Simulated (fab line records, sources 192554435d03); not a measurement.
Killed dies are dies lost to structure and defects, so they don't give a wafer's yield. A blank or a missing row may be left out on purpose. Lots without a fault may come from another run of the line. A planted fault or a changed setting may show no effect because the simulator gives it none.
A struck lot beside a sound one | flow n5_finfet | 14 steps out of a route of 1938
Sound: wafers L317.1, L317.3, L317.4. Struck: wafers L313.1, L313.2, L313.3. The cause comes at the end.
At each step with rows: each side's tool, then ch and its chambers, then its first start. Under that, the readings that differ: sound wafers | struck wafers | difference of the means | sigmas: that difference in standard deviations of wafers without a fault.
alike: readings whose means differ by less than 2 such deviations, and words and numbers that are the same on both sides. not compared: withheld readings, readings that some wafer has no value for, bounds like >300 that may hide the same value, and numbers for which the record gives no deviation and whose values overlap.
The two part at a step that has a row with sigmas, a row that says differs or no value, or rows on one side only. Numbers that don't overlap but have no deviation are shown without sigmas and don't part them. A reading that every wafer of one side lacks parts them only if that side has two wafers or more.

N5_BEOL_M8_ILD_DEP_00: deposits SiCOH lowk from DEMS/porogen, target thk 179.75 nm, time 33.4 s.
  sound on pecvd-02 ch 0,2, day 17 04:25; struck on pecvd-03 ch 0,1,2, day 15 11:37
  alike: heater_power_w, showerhead_plenum_p_Torr, throttle_valve_pct
N5_BEOL_M8_CURE_74: cures SiCOH lowk, time 240 s.
  sound on uv_cure-02 ch 0, day 17 04:29; struck on uv_cure-03 ch 2, day 15 11:41
  alike: lamp_power_pct, wafer_temp_C_max
N5_BEOL_M8_THK_MEAS_01:
  sound on film_metro-01, day 17 04:59; struck on film_metro-01, day 15 12:11
  reading         | sound             | struck            | difference | sigmas
  M8_ILD_THK (nm) | 155.3 153.5 158.2 | 152.3 151.7 150.0 | -4.3       | -2
N5_BEOL_M8_PECVD_70: deposits SiO2 from TEOS/O2, target thk 20 nm, time 22.7 s.
  sound on pecvd-02 ch 0,2, day 17 05:02; struck on pecvd-02 ch 0,1, day 15 12:14
  alike: heater_power_w, showerhead_plenum_p_Torr, throttle_valve_pct
N5_BEOL_M8_HM_DEP_02: deposits TiN, target thk 20 nm.
  sound on pvd_sputter-01, day 17 06:00; struck on pvd_sputter-03, day 15 13:20
  alike: throttle_valve_pct
then, 7 steps without rows for these wafers: N5_BEOL_M8_COAT_59 (time 60 s, resist thk 100 nm); N5_BEOL_M8_COAT_60 (time 60 s, resist thk 35 nm); N5_BEOL_M8_COAT_05 (resist thk 90 nm); N5_BEOL_M8_EBR_07; N5_BEOL_M8_SOFTBAKE_06 (time 60 s); N5_BEOL_M8_EXPOSE_08 (exposes mask M8); N5_BEOL_M8_PEB_09 (peb time 60 s).
N5_BEOL_M8_DEVELOP_10: develop time 30 s.
  sound on litho_track-04 ch 0, day 17 06:26; struck on litho_track-03, day 15 13:47
  no value came back on the struck wafers for chill_plate_temp_C (C), develop_time_s (s); on the sound wafers chill_plate_temp_C (C) reads 23.12 23.04 22.96
  reading                                      | sound          | struck         | difference | sigmas
  model.CAR-ArF_of_BEOL_M8_COAT_05.thk_nm (nm) | 88.4 88.4 88.6 | 90.2 90.2 90.4 | +1.8       |
N5_BEOL_M8_CD_MEAS_11: target cd 38.5 nm.
  sound on cd_sem-03 ch 0, day 17 06:30; struck on cd_sem-01 ch 0, day 15 13:50
  reading    | sound          | struck | difference                    | sigmas
  cd_nm (nm) | 38.4 38.9 38.5 | - - -  | no value on the struck wafers |

WHERE THEY PART
First at N5_BEOL_M8_THK_MEAS_01; last, within this record, at N5_BEOL_M8_CD_MEAS_11.

WHY: what the simulator had put in
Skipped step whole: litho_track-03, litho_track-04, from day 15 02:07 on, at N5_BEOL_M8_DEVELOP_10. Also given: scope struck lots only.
